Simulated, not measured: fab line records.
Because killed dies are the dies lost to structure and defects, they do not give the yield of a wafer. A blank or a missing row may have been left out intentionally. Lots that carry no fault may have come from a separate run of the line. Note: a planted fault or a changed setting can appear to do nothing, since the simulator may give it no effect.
Chamber matching :: flow n5-finfet :: 4 sister chambers for N5_GATE_CUT_STRIP_59 on rie-diel-03
The step strips in N2/H2, time 20 s. 16 wafers are shown with their chamber, then 8 later ones without.

== WAFERS, EACH WITH ITS CHAMBER ==
wafer: L075.1
chamber: 2
drypump-motor-current-A (A): 4.9
showerhead-plenum-p-Torr (Torr): 3.33
throttle-valve-pct (%): 12.43

wafer: L075.4
chamber: 0
drypump-motor-current-A (A): 6.8
showerhead-plenum-p-Torr (Torr): 3.42
throttle-valve-pct (%): 12.25

wafer: L075.6
chamber: 1
drypump-motor-current-A (A): 6.1
showerhead-plenum-p-Torr (Torr): 3.52
throttle-valve-pct (%): 12.22

wafer: L078.1
chamber: 0
drypump-motor-current-A (A): 6.8
showerhead-plenum-p-Torr (Torr): 3.41
throttle-valve-pct (%): 12.24

wafer: L078.2
chamber: 3
drypump-motor-current-A (A): 6.0
showerhead-plenum-p-Torr (Torr): 3.51
throttle-valve-pct (%): 12.39

wafer: L078.3
chamber: 2
drypump-motor-current-A (A): 4.9
showerhead-plenum-p-Torr (Torr): 3.32
throttle-valve-pct (%): 12.44

wafer: L080.2
chamber: 3
drypump-motor-current-A (A): 5.9
showerhead-plenum-p-Torr (Torr): 3.51
throttle-valve-pct (%): 12.39

wafer: L080.3
chamber: 1
drypump-motor-current-A (A): 6.1
showerhead-plenum-p-Torr (Torr): 3.52
throttle-valve-pct (%): 12.24

wafer: L080.6
chamber: 1
drypump-motor-current-A (A): 6.1
showerhead-plenum-p-Torr (Torr): 3.52
throttle-valve-pct (%): 12.26

wafer: L083.1
chamber: 0
drypump-motor-current-A (A): 6.8
showerhead-plenum-p-Torr (Torr): 3.41
throttle-valve-pct (%): 12.29

wafer: L083.5
chamber: 3
drypump-motor-current-A (A): 6.0
showerhead-plenum-p-Torr (Torr): 3.51
throttle-valve-pct (%): 12.42

wafer: L083.6
chamber: 0
drypump-motor-current-A (A): 6.7
showerhead-plenum-p-Torr (Torr): 3.41
throttle-valve-pct (%): 12.28

wafer: L091.3
chamber: 1
drypump-motor-current-A (A): 6.1
showerhead-plenum-p-Torr (Torr): 3.51
throttle-valve-pct (%): 12.29

wafer: L091.4
chamber: 2
drypump-motor-current-A (A): 4.9
showerhead-plenum-p-Torr (Torr): 3.31
throttle-valve-pct (%): 11.84

wafer: L091.5
chamber: 2
drypump-motor-current-A (A): 4.9
showerhead-plenum-p-Torr (Torr): 3.31
throttle-valve-pct (%): 11.84

wafer: L094.1
chamber: 2
drypump-motor-current-A (A): 4.9
showerhead-plenum-p-Torr (Torr): 3.31
throttle-valve-pct (%): 11.85

SIGNATURES, as means of the wafers listed above
reading: drypump-motor-current-A
chamber 0: 6.775
chamber 1: 6.100
chamber 2: 4.900
chamber 3: 5.967
scatter within a chamber: 0.0344

reading: showerhead-plenum-p-Torr
chamber 0: 3.4125
chamber 1: 3.5175
chamber 2: 3.3160
chamber 3: 3.5100
scatter within a chamber: 0.00626

reading: throttle-valve-pct
chamber 0: 12.2650
chamber 1: 12.2525
chamber 2: 12.0800
chamber 3: 12.4000
scatter within a chamber: 0.188
Rule: for a wafer and a chamber, the distance is found by dividing, reading by reading, the gap between the wafer's reading and the chamber's mean by the reading's scatter, squaring, summing and taking the root. If the next closest chamber is less than 2 further off than the closest, the wafer can't be placed; otherwise it belongs to the closest. The scatter is the square root of a quotient: the sum, over the shown wafers, of each reading's squared deviation from its chamber's mean, divided by wafers minus chambers.

== WAFERS WHOSE CHAMBER IS MISSING ==
wafer: L094.4
drypump-motor-current-A (A): 6.1
showerhead-plenum-p-Torr (Torr): 3.50
throttle-valve-pct (%): 12.32

wafer: L094.5
drypump-motor-current-A (A): 4.9
showerhead-plenum-p-Torr (Torr): 3.31
throttle-valve-pct (%): 11.85

wafer: L095.1
drypump-motor-current-A (A): 4.9
showerhead-plenum-p-Torr (Torr): 3.31
throttle-valve-pct (%): 11.86

wafer: L095.4
drypump-motor-current-A (A): 6.1
showerhead-plenum-p-Torr (Torr): 3.50
throttle-valve-pct (%): 12.31

wafer: L095.6
drypump-motor-current-A (A): 6.1
showerhead-plenum-p-Torr (Torr): 3.50
throttle-valve-pct (%): 12.32

wafer: L096.3
drypump-motor-current-A (A): 4.9
showerhead-plenum-p-Torr (Torr): 3.31
throttle-valve-pct (%): 11.86

wafer: L096.5
drypump-motor-current-A (A): 6.1
showerhead-plenum-p-Torr (Torr): 3.50
throttle-valve-pct (%): 12.33

wafer: L096.6
drypump-motor-current-A (A): 6.8
showerhead-plenum-p-Torr (Torr): 3.39
throttle-valve-pct (%): 12.34

== THE CHAMBER EACH PASSED THROUGH ==
wafer: L094.4
from the rows above: can't be placed: 1 or 3
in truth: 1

wafer: L094.5
from the rows above: 2
in truth: 2

wafer: L095.1
from the rows above: 2
in truth: 2

wafer: L095.4
from the rows above: can't be placed: 1 or 3
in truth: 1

wafer: L095.6
from the rows above: can't be placed: 1 or 3
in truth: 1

wafer: L096.3
from the rows above: 2
in truth: 2

wafer: L096.5
from the rows above: can't be placed: 1 or 3
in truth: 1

wafer: L096.6
from the rows above: 0
in truth: 0
4 of 8 placed correctly. Unplaceable from these rows: 4, with the true chamber sitting among the candidates in 4. Wrongly placed: 0.
